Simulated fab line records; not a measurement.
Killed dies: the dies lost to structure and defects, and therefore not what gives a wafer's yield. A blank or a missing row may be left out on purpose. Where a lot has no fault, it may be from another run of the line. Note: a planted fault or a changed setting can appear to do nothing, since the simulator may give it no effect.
fab line records / flow n5Finfet
record lots=6 wafers=17 lastDay=20
route steps=1938 shown BEOL_M11@1563
lots that met no fault: taken from a fault-free run of the same line
startH: the number of hours between the record's first day and the start of the first shown wafer of the lot / waitH: hours since the lot's step before / " as in the row above / L1.1+2: one row covering several wafers at once / - no value present, or no start provided / * or withheld: withheld / < > ~ a bound
route shown NAME@n: NAME is a module with steps in the file, n the number in the route of the first one / usual: the fault-free wafers' mean and standard deviation / same: alike in all rows / chamber/n: place in a boat / sites: readings site by site / _std_site: the standard deviation of these / _edge_site: outer sites' mean less inner sites' / radiusMm: for every site, how far away it sits from the centre of the wafer / mask NAME#n: copy n / behind: the tool/chamber that last shaped the wafer / hold: why the lot was held/for how many hours/how that ended / device: transistor that didn't switch, given as n, p or np / end of line: the same wafers' tests at the end of the route / for a step that has no rows: nothing shown but its recipe / killed: dies that structure and defects cost at the first sort, which is not the same as the wafer's yield / map: the dies of a wafer, with x for killed, . for not killed, _ for no die there
set.NAME: the run value of the setting; set.NAME@STEP: its run value at that earlier step / model.NAME: the simulator's own value behind a step, which no gauge read
lots at selected steps of the route; one table per step, one row per wafer
services: when a tool's chamber went out of use (startH, in hours from the record's first day, below 0 if earlier), for how many hours, and the reason
## steps
# step N5_BEOL_M11_EBR_24
# recipe solvent=PGMEA ebrWidthMm=1.5
# step N5_BEOL_M11_SOFTBAKE_23
# recipe tempC=110 timeS=60 resist=CAR-ArF
# step N5_BEOL_M11_EXPOSE_25
# recipe maskId=V10 na=1.35 sourceShape=annular sigmaInner=0.5 sigmaOuter=0.8 polarization=unpolarized doseMj=85.5
# step N5_BEOL_M11_PEB_26
# recipe pebTempC=withheld pebTimeS=60 resist=CAR-ArF
# step N5_BEOL_M11_DEVELOP_27
# recipe developTimeS=30 developer=TMAH resist=CAR-ArF rinseLiquid=diw dry=airSpin devTempC=23
# step N5_BEOL_M11_CD_MEAS_28
# recipe targetCdNm=70 landingEnergyEv=500 detector=seInlens polarity=opening
# usual cdNm=70.1/0.7
lot.wafer=L428.2 tool=cdSem-02 chamber=0 startH=293.67 waitH=- cdNm=70.7
lot.wafer=L428.3 tool=cdSem-02 chamber=0 startH=293.67 waitH=- cdNm=70.7
lot.wafer=L428.5 tool=cdSem-02 chamber=0 startH=293.67 waitH=- cdNm=70.3
lot.wafer=L429.1 tool=cdSem-01 chamber=0 startH=300.36 waitH=- cdNm=69.6
lot.wafer=L429.2 tool=cdSem-01 chamber=0 startH=300.36 waitH=- cdNm=69.7
lot.wafer=L429.3 tool=cdSem-01 chamber=0 startH=300.36 waitH=- cdNm=69.8
lot.wafer=L432.3 tool=cdSem-01 chamber=0 startH=321.44 waitH=- cdNm=70.2
lot.wafer=L432.4 tool=cdSem-01 chamber=0 startH=321.44 waitH=- cdNm=70.5
lot.wafer=L436.2 tool=cdSem-03 chamber=0 startH=330.91 waitH=- cdNm=69.8
lot.wafer=L436.3 tool=cdSem-03 chamber=0 startH=330.91 waitH=- cdNm=71.4
lot.wafer=L436.6 tool=cdSem-03 chamber=0 startH=330.91 waitH=- cdNm=71.1
lot.wafer=L444.1 tool=cdSem-02 chamber=0 startH=375.73 waitH=- cdNm=71.1
lot.wafer=L444.3 tool=cdSem-02 chamber=0 startH=375.73 waitH=- cdNm=70.7
lot.wafer=L444.6 tool=cdSem-02 chamber=0 startH=375.73 waitH=- cdNm=70.7
lot.wafer=L447.3 tool=cdSem-03 chamber=0 startH=422.87 waitH=- cdNm=70.5
lot.wafer=L447.4 tool=cdSem-03 chamber=0 startH=422.87 waitH=- cdNm=69.0
lot.wafer=L447.6 tool=cdSem-03 chamber=0 startH=422.87 waitH=- cdNm=69.3
# step N5_BEOL_M11_OVL_MEAS_29
# recipe pointsPerWafer=44
# usual V10_OVL=-0.1/0.66
lot.wafer=L428.2 tool=overlay-02 chamber=0 startH=293.70 waitH=0.0 V10_OVL[nm]=-0.2
lot.wafer=L428.3 tool=overlay-02 chamber=0 startH=293.70 waitH=0.0 V10_OVL[nm]=-0.2
lot.wafer=L428.5 tool=overlay-02 chamber=0 startH=293.70 waitH=0.0 V10_OVL[nm]=0.7
lot.wafer=L429.1 tool=overlay-02 chamber=0 startH=300.39 waitH=0.0 V10_OVL[nm]=-1.1
lot.wafer=L429.2 tool=overlay-02 chamber=0 startH=300.39 waitH=0.0 V10_OVL[nm]=-1.1
lot.wafer=L429.3 tool=overlay-02 chamber=0 startH=300.39 waitH=0.0 V10_OVL[nm]=-0.9
lot.wafer=L432.3 tool=overlay-02 chamber=0 startH=321.47 waitH=0.0 V10_OVL[nm]=0.3
lot.wafer=L432.4 tool=overlay-02 chamber=0 startH=321.47 waitH=0.0 V10_OVL[nm]=-0.5
lot.wafer=L436.2 tool=overlay-02 chamber=0 startH=330.94 waitH=0.0 V10_OVL[nm]=-0.4
lot.wafer=L436.3 tool=overlay-02 chamber=0 startH=330.94 waitH=0.0 V10_OVL[nm]=-0.3
lot.wafer=L436.6 tool=overlay-02 chamber=0 startH=330.94 waitH=0.0 V10_OVL[nm]=-0.6
lot.wafer=L444.1 tool=overlay-02 chamber=0 startH=375.76 waitH=0.0 V10_OVL[nm]=-0.3
lot.wafer=L444.3 tool=overlay-02 chamber=0 startH=375.76 waitH=0.0 V10_OVL[nm]=1.0
lot.wafer=L444.6 tool=overlay-02 chamber=0 startH=375.76 waitH=0.0 V10_OVL[nm]=1.2
lot.wafer=L447.3 tool=overlay-01 chamber=0 startH=422.90 waitH=0.0 V10_OVL[nm]=0.1
lot.wafer=L447.4 tool=overlay-01 chamber=0 startH=422.90 waitH=0.0 V10_OVL[nm]=-0.5
lot.wafer=L447.6 tool=overlay-01 chamber=0 startH=422.90 waitH=0.0 V10_OVL[nm]=-0.7
# step N5_BEOL_M11_INSPECT_30
# recipe mode=adi inspectInstrument=brightfield
# usual rawDefectCount=401/95
lot.wafer=L428.2 tool=defectInspect-02 chamber=- startH=293.72 waitH=0.0 rawDefectCount=430
lot.wafer=L428.3 tool=defectInspect-02 chamber=- startH=293.72 waitH=0.0 rawDefectCount=502
lot.wafer=L428.5 tool=defectInspect-02 chamber=- startH=293.72 waitH=0.0 rawDefectCount=610
lot.wafer=L429.1 tool=defectInspect-02 chamber=- startH=300.41 waitH=0.0 rawDefectCount=322
lot.wafer=L429.2 tool=defectInspect-02 chamber=- startH=300.41 waitH=0.0 rawDefectCount=604
lot.wafer=L429.3 tool=defectInspect-02 chamber=- startH=300.41 waitH=0.0 rawDefectCount=499
lot.wafer=L432.3 tool=defectInspect-01 chamber=- startH=321.50 waitH=0.0 rawDefectCount=400
lot.wafer=L432.4 tool=defectInspect-01 chamber=- startH=321.50 waitH=0.0 rawDefectCount=374
lot.wafer=L436.2 tool=defectInspect-02 chamber=- startH=330.97 waitH=0.0 rawDefectCount=471
lot.wafer=L436.3 tool=defectInspect-02 chamber=- startH=330.97 waitH=0.0 rawDefectCount=404
lot.wafer=L436.6 tool=defectInspect-02 chamber=- startH=330.97 waitH=0.0 rawDefectCount=398
lot.wafer=L444.1 tool=defectInspect-01 chamber=- startH=375.78 waitH=0.0 rawDefectCount=452
lot.wafer=L444.3 tool=defectInspect-01 chamber=- startH=375.78 waitH=0.0 rawDefectCount=443
lot.wafer=L444.6 tool=defectInspect-01 chamber=- startH=375.78 waitH=0.0 rawDefectCount=427
lot.wafer=L447.3 tool=defectInspect-01 chamber=- startH=422.92 waitH=0.0 rawDefectCount=351
lot.wafer=L447.4 tool=defectInspect-01 chamber=- startH=422.92 waitH=0.0 rawDefectCount=310
lot.wafer=L447.6 tool=defectInspect-01 chamber=- startH=422.92 waitH=0.0 rawDefectCount=282
# step N5_BEOL_M11_DESCUM_33
# recipe chemistry=O2 timeS=7.9 sourcePowerW=50 biasPowerW=20 pressureMtorr=20 rfFrequencyHz=2.712e+07 tempC=40 resist=CAR-ArF o2FlowSccm=225
# usual drypumpMotorCurrentA=5.8/0.56 oesProductAu=0.80/0.078 rfVppV=242.9/1.4 showerheadPlenumPTorr=2.08/0.065 throttleValvePct=20.34/0.21
lot.wafer=L428.2 tool=rieDiel-06 chamber=0 startH=293.79 waitH=0.1 drypumpMotorCurrentA=6.2 oesProductAu=0.99 rfHoursCounterH=2 rfVppV=243.1 showerheadPlenumPTorr=2.06 throttleValvePct=19.88
lot.wafer=L428.3 tool=rieDiel-06 chamber=3 startH=293.79 waitH=0.1 drypumpMotorCurrentA=5.8 oesProductAu=0.77 rfHoursCounterH=139 rfVppV=242.5 showerheadPlenumPTorr=2.02 throttleValvePct=20.66
lot.wafer=L428.5 tool=rieDiel-06 chamber=2 startH=293.79 waitH=0.1 drypumpMotorCurrentA=6.5 oesProductAu=0.97 rfHoursCounterH=- rfVppV=242.8 showerheadPlenumPTorr=2.06 throttleValvePct=20.35
lot.wafer=L429.1 tool=rieDiel-02 chamber=1 startH=300.45 waitH=0.0 drypumpMotorCurrentA=6.4 oesProductAu=0.83 rfHoursCounterH=66 rfVppV=245.6 showerheadPlenumPTorr=2.22 throttleValvePct=20.43
lot.wafer=L429.2 tool=rieDiel-02 chamber=0 startH=300.45 waitH=0.0 drypumpMotorCurrentA=5.7 oesProductAu=0.78 rfHoursCounterH=126 rfVppV=244.0 showerheadPlenumPTorr=2.11 throttleValvePct=20.11
lot.wafer=L429.3 tool=rieDiel-02 chamber=3 startH=300.45 waitH=0.0 drypumpMotorCurrentA=4.7 oesProductAu=0.80 rfHoursCounterH=97 rfVppV=243.0 showerheadPlenumPTorr=2.01 throttleValvePct=20.12
lot.wafer=L432.3 tool=rieDiel-06 chamber=2 startH=321.58 waitH=0.1 drypumpMotorCurrentA=6.6 oesProductAu=0.94 rfHoursCounterH=16 rfVppV=241.6 showerheadPlenumPTorr=2.06 throttleValvePct=20.36
lot.wafer=L432.4 tool=rieDiel-06 chamber=1 startH=321.58 waitH=0.1 drypumpMotorCurrentA=5.2 oesProductAu=0.76 rfHoursCounterH=- rfVppV=242.3 showerheadPlenumPTorr=2.02 throttleValvePct=20.48
lot.wafer=L436.2 tool=rieDiel-06 chamber=1 startH=331.00 waitH=0.0 drypumpMotorCurrentA=5.2 oesProductAu=0.76 rfHoursCounterH=140 rfVppV=241.0 showerheadPlenumPTorr=2.02 throttleValvePct=20.47
lot.wafer=L436.3 tool=rieDiel-06 chamber=0 startH=331.00 waitH=0.0 drypumpMotorCurrentA=6.2 oesProductAu=0.95 rfHoursCounterH=9 rfVppV=243.1 showerheadPlenumPTorr=2.06 throttleValvePct=19.91
lot.wafer=L436.6 tool=rieDiel-06 chamber=1 startH=331.00 waitH=0.0 drypumpMotorCurrentA=5.3 oesProductAu=0.76 rfHoursCounterH=- rfVppV=241.1 showerheadPlenumPTorr=2.02 throttleValvePct=20.48
lot.wafer=L444.1 tool=rieDiel-02 chamber=2 startH=375.82 waitH=0.0 drypumpMotorCurrentA=6.1 oesProductAu=0.77 rfHoursCounterH=129 rfVppV=243.2 showerheadPlenumPTorr=2.11 throttleValvePct=20.58
lot.wafer=L444.3 tool=rieDiel-02 chamber=1 startH=375.82 waitH=0.0 drypumpMotorCurrentA=6.4 oesProductAu=0.82 rfHoursCounterH=91 rfVppV=245.6 showerheadPlenumPTorr=2.21 throttleValvePct=20.47
lot.wafer=L444.6 tool=rieDiel-02 chamber=3 startH=375.82 waitH=0.0 drypumpMotorCurrentA=4.7 oesProductAu=0.76 rfHoursCounterH=- rfVppV=241.9 showerheadPlenumPTorr=2.01 throttleValvePct=20.14
lot.wafer=L447.3 tool=rieDiel-02 chamber=1 startH=422.96 waitH=0.0 drypumpMotorCurrentA=6.4 oesProductAu=0.79 rfHoursCounterH=103 rfVppV=245.8 showerheadPlenumPTorr=2.21 throttleValvePct=20.49
lot.wafer=L447.4 tool=rieDiel-02 chamber=0 startH=422.96 waitH=0.0 drypumpMotorCurrentA=5.8 oesProductAu=0.76 rfHoursCounterH=162 rfVppV=243.6 showerheadPlenumPTorr=2.10 throttleValvePct=20.18
lot.wafer=L447.6 tool=rieDiel-02 chamber=1 startH=422.96 waitH=0.0 drypumpMotorCurrentA=6.4 oesProductAu=0.78 rfHoursCounterH=- rfVppV=245.0 showerheadPlenumPTorr=2.21 throttleValvePct=20.49
# step N5_BEOL_M11_ETCH_65
# recipe chemistry=CF4 target=SiARC targetDepthA=390 maskMaterial=CAR-ArF timeS=65 ionEnergyEv=80 pressureMtorr=40 sourceW=545 biasW=36 Ar_flow_sccm=100 cf4FlowSccm=100 ends=cleared
# usual drypumpMotorCurrentA=5.8/0.56 etchRfOnTimeS=65.1/1.1 oesProductAu=0.68/0.067 rfVppV=183.8/1.1 showerheadPlenumPTorr=2.12/0.062 throttleValvePct=15.49/0.18
lot.wafer=L428.2 tool=rieDiel-06 chamber=0 startH=293.83 waitH=0.0 drypumpMotorCurrentA=6.2 etchRfOnTimeS=62.5 oesProductAu=0.86 rfHoursCounterH=2 rfVppV=183.9 showerheadPlenumPTorr=2.11 throttleValvePct=15.07
lot.wafer=L428.3 tool=rieDiel-06 chamber=3 startH=293.83 waitH=0.0 drypumpMotorCurrentA=5.8 etchRfOnTimeS=65.4 oesProductAu=0.65 rfHoursCounterH=139 rfVppV=184.1 showerheadPlenumPTorr=2.06 throttleValvePct=15.77
lot.wafer=L428.5 tool=rieDiel-06 chamber=2 startH=293.83 waitH=0.0 drypumpMotorCurrentA=6.6 etchRfOnTimeS=64.8 oesProductAu=0.82 rfHoursCounterH=- rfVppV=185.4 showerheadPlenumPTorr=2.10 throttleValvePct=15.41
lot.wafer=L429.1 tool=rieDiel-02 chamber=1 startH=300.48 waitH=0.0 drypumpMotorCurrentA=6.4 etchRfOnTimeS=65.3 oesProductAu=0.70 rfHoursCounterH=66 rfVppV=185.4 showerheadPlenumPTorr=2.26 throttleValvePct=15.50
lot.wafer=L429.2 tool=rieDiel-02 chamber=0 startH=300.48 waitH=0.0 drypumpMotorCurrentA=5.7 etchRfOnTimeS=66.1 oesProductAu=0.66 rfHoursCounterH=126 rfVppV=183.7 showerheadPlenumPTorr=2.15 throttleValvePct=15.29
lot.wafer=L429.3 tool=rieDiel-02 chamber=3 startH=300.48 waitH=0.0 drypumpMotorCurrentA=4.7 etchRfOnTimeS=64.6 oesProductAu=0.68 rfHoursCounterH=97 rfVppV=183.2 showerheadPlenumPTorr=2.07 throttleValvePct=15.38
lot.wafer=L432.3 tool=rieDiel-06 chamber=2 startH=321.61 waitH=0.0 drypumpMotorCurrentA=6.6 etchRfOnTimeS=64.8 oesProductAu=0.81 rfHoursCounterH=16 rfVppV=183.7 showerheadPlenumPTorr=2.10 throttleValvePct=15.44
lot.wafer=L432.4 tool=rieDiel-06 chamber=1 startH=321.61 waitH=0.0 drypumpMotorCurrentA=5.2 etchRfOnTimeS=65.8 oesProductAu=0.65 rfHoursCounterH=- rfVppV=183.8 showerheadPlenumPTorr=2.06 throttleValvePct=15.59
lot.wafer=L436.2 tool=rieDiel-06 chamber=1 startH=331.03 waitH=0.0 drypumpMotorCurrentA=5.2 etchRfOnTimeS=66.5 oesProductAu=0.64 rfHoursCounterH=140 rfVppV=183.4 showerheadPlenumPTorr=2.06 throttleValvePct=15.60
lot.wafer=L436.3 tool=rieDiel-06 chamber=0 startH=331.03 waitH=0.0 drypumpMotorCurrentA=6.2 etchRfOnTimeS=63.3 oesProductAu=0.82 rfHoursCounterH=9 rfVppV=184.3 showerheadPlenumPTorr=2.10 throttleValvePct=15.09
lot.wafer=L436.6 tool=rieDiel-06 chamber=1 startH=331.03 waitH=0.0 drypumpMotorCurrentA=5.2 etchRfOnTimeS=65.7 oesProductAu=0.65 rfHoursCounterH=- rfVppV=183.4 showerheadPlenumPTorr=2.06 throttleValvePct=15.60
lot.wafer=L444.1 tool=rieDiel-02 chamber=2 startH=375.85 waitH=0.0 drypumpMotorCurrentA=6.1 etchRfOnTimeS=64.2 oesProductAu=0.64 rfHoursCounterH=129 rfVppV=183.0 showerheadPlenumPTorr=2.15 throttleValvePct=15.73
lot.wafer=L444.3 tool=rieDiel-02 chamber=1 startH=375.85 waitH=0.0 drypumpMotorCurrentA=6.4 etchRfOnTimeS=64.6 oesProductAu=0.68 rfHoursCounterH=91 rfVppV=185.3 showerheadPlenumPTorr=2.25 throttleValvePct=15.55
lot.wafer=L444.6 tool=rieDiel-02 chamber=3 startH=375.85 waitH=0.0 drypumpMotorCurrentA=4.7 etchRfOnTimeS=64.1 oesProductAu=0.66 rfHoursCounterH=- rfVppV=182.5 showerheadPlenumPTorr=2.06 throttleValvePct=15.42
lot.wafer=L447.3 tool=rieDiel-02 chamber=1 startH=422.99 waitH=0.0 drypumpMotorCurrentA=6.4 etchRfOnTimeS=64.4 oesProductAu=0.67 rfHoursCounterH=103 rfVppV=186.1 showerheadPlenumPTorr=2.25 throttleValvePct=15.57
lot.wafer=L447.4 tool=rieDiel-02 chamber=0 startH=422.99 waitH=0.0 drypumpMotorCurrentA=5.8 etchRfOnTimeS=65.8 oesProductAu=0.63 rfHoursCounterH=162 rfVppV=183.5 showerheadPlenumPTorr=2.14 throttleValvePct=15.38
lot.wafer=L447.6 tool=rieDiel-02 chamber=1 startH=422.99 waitH=0.0 drypumpMotorCurrentA=6.4 etchRfOnTimeS=65.1 oesProductAu=0.67 rfHoursCounterH=- rfVppV=185.6 showerheadPlenumPTorr=2.25 throttleValvePct=15.58
# step N5_BEOL_M11_ETCH_66
# recipe chemistry=N2/H2 target=SOC targetDepthA=1200 overetchA=240 maskMaterial=SiARC tempC=40 timeS=180 ionEnergyEv=200 pressureMtorr=30 sourceW=840 biasW=150 n2FlowSccm=200 h2FlowSccm=200
# usual drypumpMotorCurrentA=5.8/0.56 oesProductAu=0.65/0.059 rfVppV=523.2/2.2 showerheadPlenumPTorr=2.52/0.077 throttleValvePct=17.69/0.18
lot.wafer=L428.2 tool=rieDiel-06 chamber=0 startH=293.88 waitH=0.0 drypumpMotorCurrentA=6.2 oesProductAu=0.79 rfHoursCounterH=2 rfVppV=524.0 showerheadPlenumPTorr=2.51 throttleValvePct=17.42
lot.wafer=L428.3 tool=rieDiel-06 chamber=3 startH=293.88 waitH=0.0 drypumpMotorCurrentA=5.9 oesProductAu=0.62 rfHoursCounterH=139 rfVppV=520.4 showerheadPlenumPTorr=2.44 throttleValvePct=17.98
lot.wafer=L428.5 tool=rieDiel-06 chamber=2 startH=293.88 waitH=0.0 drypumpMotorCurrentA=6.6 oesProductAu=0.78 rfHoursCounterH=- rfVppV=522.6 showerheadPlenumPTorr=2.49 throttleValvePct=17.62
lot.wafer=L429.1 tool=rieDiel-02 chamber=1 startH=300.53 waitH=0.0 drypumpMotorCurrentA=6.4 oesProductAu=0.67 rfHoursCounterH=66 rfVppV=526.9 showerheadPlenumPTorr=2.69 throttleValvePct=17.81
lot.wafer=L429.2 tool=rieDiel-02 chamber=0 startH=300.53 waitH=0.0 drypumpMotorCurrentA=5.8 oesProductAu=0.63 rfHoursCounterH=126 rfVppV=525.6 showerheadPlenumPTorr=2.55 throttleValvePct=17.40
lot.wafer=L429.3 tool=rieDiel-02 chamber=3 startH=300.53 waitH=0.0 drypumpMotorCurrentA=4.7 oesProductAu=0.63 rfHoursCounterH=97 rfVppV=522.2 showerheadPlenumPTorr=2.46 throttleValvePct=17.55
lot.wafer=L432.3 tool=rieDiel-06 chamber=2 startH=321.66 waitH=0.0 drypumpMotorCurrentA=6.6 oesProductAu=0.76 rfHoursCounterH=16 rfVppV=522.8 showerheadPlenumPTorr=2.49 throttleValvePct=17.65
lot.wafer=L432.4 tool=rieDiel-06 chamber=1 startH=321.66 waitH=0.0 drypumpMotorCurrentA=5.2 oesProductAu=0.62 rfHoursCounterH=- rfVppV=519.9 showerheadPlenumPTorr=2.44 throttleValvePct=17.79
lot.wafer=L436.2 tool=rieDiel-06 chamber=1 startH=331.08 waitH=0.0 drypumpMotorCurrentA=5.2 oesProductAu=0.62 rfHoursCounterH=140 rfVppV=521.5 showerheadPlenumPTorr=2.44 throttleValvePct=17.80
lot.wafer=L436.3 tool=rieDiel-06 chamber=0 startH=331.08 waitH=0.0 drypumpMotorCurrentA=6.2 oesProductAu=0.77 rfHoursCounterH=9 rfVppV=521.8 showerheadPlenumPTorr=2.51 throttleValvePct=17.42
lot.wafer=L436.6 tool=rieDiel-06 chamber=1 startH=331.08 waitH=0.0 drypumpMotorCurrentA=5.3 oesProductAu=0.62 rfHoursCounterH=- rfVppV=521.9 showerheadPlenumPTorr=2.44 throttleValvePct=17.80
lot.wafer=L444.1 tool=rieDiel-02 chamber=2 startH=375.90 waitH=0.0 drypumpMotorCurrentA=6.1 oesProductAu=0.61 rfHoursCounterH=129 rfVppV=524.1 showerheadPlenumPTorr=2.55 throttleValvePct=17.90
lot.wafer=L444.3 tool=rieDiel-02 chamber=1 startH=375.90 waitH=0.0 drypumpMotorCurrentA=6.4 oesProductAu=0.64 rfHoursCounterH=91 rfVppV=527.6 showerheadPlenumPTorr=2.68 throttleValvePct=17.84
lot.wafer=L444.6 tool=rieDiel-02 chamber=3 startH=375.90 waitH=0.0 drypumpMotorCurrentA=4.7 oesProductAu=0.62 rfHoursCounterH=- rfVppV=521.2 showerheadPlenumPTorr=2.45 throttleValvePct=17.61
lot.wafer=L447.3 tool=rieDiel-02 chamber=1 startH=423.04 waitH=0.0 drypumpMotorCurrentA=6.4 oesProductAu=0.63 rfHoursCounterH=103 rfVppV=526.6 showerheadPlenumPTorr=2.67 throttleValvePct=17.88
lot.wafer=L447.4 tool=rieDiel-02 chamber=0 startH=423.04 waitH=0.0 drypumpMotorCurrentA=5.8 oesProductAu=0.61 rfHoursCounterH=162 rfVppV=523.1 showerheadPlenumPTorr=2.53 throttleValvePct=17.48
lot.wafer=L447.6 tool=rieDiel-02 chamber=1 startH=423.04 waitH=0.0 drypumpMotorCurrentA=6.4 oesProductAu=0.64 rfHoursCounterH=- rfVppV=527.3 showerheadPlenumPTorr=2.67 throttleValvePct=17.86
# step N5_BEOL_M11_STRIP_69
# recipe chemistry=N2/H2 tempC=40 n2FlowSccm=200 h2FlowSccm=200 rfFrequencyHz=6e+07
# step N5_BEOL_M11_VIA_ETCH_34
# recipe chemistry=C4F6/O2 target=SiCOH_lowk targetDepthA=1845 maskMaterial=SOC taperDeg=4 timeS=69.2 ionEnergyEv=250 pressureMtorr=30 sourceW=345 biasW=185 Ar_flow_sccm=300 C4F6_flow_sccm=10 O2_flow_sccm=10
# usual drypumpMotorCurrentA=5.8/0.56 oesProductAu=0.80/0.078 rfVppV=667/6.8 showerheadPlenumPTorr=2.82/0.084 throttleValvePct=20.78/0.2
lot.wafer=L428.2 tool=rieDiel-06 chamber=0 startH=294.00 waitH=0.0 drypumpMotorCurrentA=6.2 oesProductAu=1.00 rfHoursCounterH=2 rfVppV=656 showerheadPlenumPTorr=2.81 throttleValvePct=20.41 model.etch.depthNm=187.1 model.SOC_of_BEOL_M11_COAT_63.thkNm=91.6
lot.wafer=L428.3 tool=rieDiel-06 chamber=3 startH=294.00 waitH=0.0 drypumpMotorCurrentA=5.8 oesProductAu=0.76 rfHoursCounterH=139 rfVppV=662 showerheadPlenumPTorr=2.74 throttleValvePct=21.09 model.etch.depthNm=180.4 model.SOC_of_BEOL_M11_COAT_63.thkNm=91.6
lot.wafer=L428.5 tool=rieDiel-06 chamber=2 startH=294.00 waitH=0.0 drypumpMotorCurrentA=6.6 oesProductAu=0.96 rfHoursCounterH=- rfVppV=660 showerheadPlenumPTorr=2.79 throttleValvePct=20.75 model.etch.depthNm=183.1 model.SOC_of_BEOL_M11_COAT_63.thkNm=91.8
lot.wafer=L429.1 tool=rieDiel-02 chamber=1 startH=300.66 waitH=0.0 drypumpMotorCurrentA=6.4 oesProductAu=0.83 rfHoursCounterH=66 rfVppV=670 showerheadPlenumPTorr=3.01 throttleValvePct=20.92 model.etch.depthNm=186.2 model.SOC_of_BEOL_M11_COAT_63.thkNm=92
lot.wafer=L429.2 tool=rieDiel-02 chamber=0 startH=300.66 waitH=0.0 drypumpMotorCurrentA=5.8 oesProductAu=0.78 rfHoursCounterH=126 rfVppV=670 showerheadPlenumPTorr=2.87 throttleValvePct=20.60 model.etch.depthNm=182.9 model.SOC_of_BEOL_M11_COAT_63.thkNm=92.4
lot.wafer=L429.3 tool=rieDiel-02 chamber=3 startH=300.66 waitH=0.0 drypumpMotorCurrentA=4.7 oesProductAu=0.79 rfHoursCounterH=97 rfVppV=669 showerheadPlenumPTorr=2.74 throttleValvePct=20.57 model.etch.depthNm=186.2 model.SOC_of_BEOL_M11_COAT_63.thkNm=92.4
lot.wafer=L432.3 tool=rieDiel-06 chamber=2 startH=321.79 waitH=0.0 drypumpMotorCurrentA=6.6 oesProductAu=1.13 rfHoursCounterH=16 rfVppV=661 showerheadPlenumPTorr=2.79 throttleValvePct=20.82 model.etch.depthNm=244.6 model.SOC_of_BEOL_M11_COAT_63.thkNm=89.6
lot.wafer=L432.4 tool=rieDiel-06 chamber=1 startH=321.79 waitH=0.0 drypumpMotorCurrentA=5.2 oesProductAu=0.77 rfHoursCounterH=- rfVppV=671 showerheadPlenumPTorr=2.74 throttleValvePct=20.85 model.etch.depthNm=182.8 model.SOC_of_BEOL_M11_COAT_63.thkNm=92
lot.wafer=L436.2 tool=rieDiel-06 chamber=1 startH=331.21 waitH=0.0 drypumpMotorCurrentA=5.2 oesProductAu=0.76 rfHoursCounterH=140 rfVppV=671 showerheadPlenumPTorr=2.74 throttleValvePct=20.87 model.etch.depthNm=184.6 model.SOC_of_BEOL_M11_COAT_63.thkNm=92.2
lot.wafer=L436.3 tool=rieDiel-06 chamber=0 startH=331.21 waitH=0.0 drypumpMotorCurrentA=6.2 oesProductAu=1.16 rfHoursCounterH=9 rfVppV=657 showerheadPlenumPTorr=2.80 throttleValvePct=20.48 model.etch.depthNm=250.5 model.SOC_of_BEOL_M11_COAT_63.thkNm=89
lot.wafer=L436.6 tool=rieDiel-06 chamber=1 startH=331.21 waitH=0.0 drypumpMotorCurrentA=5.2 oesProductAu=0.76 rfHoursCounterH=- rfVppV=670 showerheadPlenumPTorr=2.74 throttleValvePct=20.87 model.etch.depthNm=184 model.SOC_of_BEOL_M11_COAT_63.thkNm=92
lot.wafer=L444.1 tool=rieDiel-02 chamber=2 startH=376.03 waitH=0.0 drypumpMotorCurrentA=6.1 oesProductAu=0.76 rfHoursCounterH=129 rfVppV=681 showerheadPlenumPTorr=2.86 throttleValvePct=21.08 model.etch.depthNm=188.3 model.SOC_of_BEOL_M11_COAT_63.thkNm=92.2
lot.wafer=L444.3 tool=rieDiel-02 chamber=1 startH=376.03 waitH=0.0 drypumpMotorCurrentA=6.4 oesProductAu=0.80 rfHoursCounterH=91 rfVppV=669 showerheadPlenumPTorr=3.00 throttleValvePct=20.94 model.etch.depthNm=184 model.SOC_of_BEOL_M11_COAT_63.thkNm=92.4
lot.wafer=L444.6 tool=rieDiel-02 chamber=3 startH=376.03 waitH=0.0 drypumpMotorCurrentA=4.7 oesProductAu=0.77 rfHoursCounterH=- rfVppV=669 showerheadPlenumPTorr=2.73 throttleValvePct=20.62 model.etch.depthNm=186.3 model.SOC_of_BEOL_M11_COAT_63.thkNm=92.6
lot.wafer=L447.3 tool=rieDiel-02 chamber=1 startH=423.17 waitH=0.0 drypumpMotorCurrentA=6.4 oesProductAu=0.78 rfHoursCounterH=103 rfVppV=666 showerheadPlenumPTorr=3.00 throttleValvePct=20.97 model.etch.depthNm=183.9 model.SOC_of_BEOL_M11_COAT_63.thkNm=91.8
lot.wafer=L447.4 tool=rieDiel-02 chamber=0 startH=423.17 waitH=0.0 drypumpMotorCurrentA=5.7 oesProductAu=0.75 rfHoursCounterH=163 rfVppV=670 showerheadPlenumPTorr=2.85 throttleValvePct=20.66 model.etch.depthNm=182.4 model.SOC_of_BEOL_M11_COAT_63.thkNm=92.2
lot.wafer=L447.6 tool=rieDiel-02 chamber=1 startH=423.17 waitH=0.0 drypumpMotorCurrentA=6.4 oesProductAu=0.78 rfHoursCounterH=- rfVppV=670 showerheadPlenumPTorr=3.00 throttleValvePct=20.97 model.etch.depthNm=184.1 model.SOC_of_BEOL_M11_COAT_63.thkNm=92.4
# step N5_BEOL_M11_STRIP_73
# recipe chemistry=C4F6/O2 resist=SiARC rfFrequencyHz=6e+07
## services
tool=rieDiel-06 chamber=0 startH=269.92 hours=- kind=clean
tool=rieDiel-06 chamber=0 startH=269.92 hours=- kind=consumableReplace:focusRing
tool=rieDiel-06 chamber=0 startH=269.92 hours=19.5 kind=scheduledDown
tool=rieDiel-06 chamber=0 startH=269.92 hours=19.5 kind=ventCycle
tool=rieDiel-02 chamber=- startH=306.21 hours=0.9 kind=repair
tool=rieDiel-06 chamber=0 startH=313.92 hours=13.7 kind=repair
tool=rieDiel-06 chamber=0 startH=386.48 hours=5.5 kind=repair
tool=rieDiel-02 chamber=2 startH=401.27 hours=1.5 kind=repair
## key
firstSign step=N5_BEOL_M11_VIA_ETCH_34 reading=oesProductAu direction=up sigmas=4.4 usual=0.80 struck=1.14
effect none on later readings
modelEffect step=N5_BEOL_M11_VIA_ETCH_34 value=etch.depthNm without=187.6 struck=247.5
metAt N5_BEOL_M11_VIA_ETCH_34
struckWafers L432.3,L436.3
onsetBetween 294.00 321.79
fault kind=processParameterDrift tool=rieDiel-06 chamber=- onsetH=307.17 steps=N5_BEOL_M11_VIA_ETCH_34 channel=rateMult offset=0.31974 shape=step endH=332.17 scope=struckWafersOnly
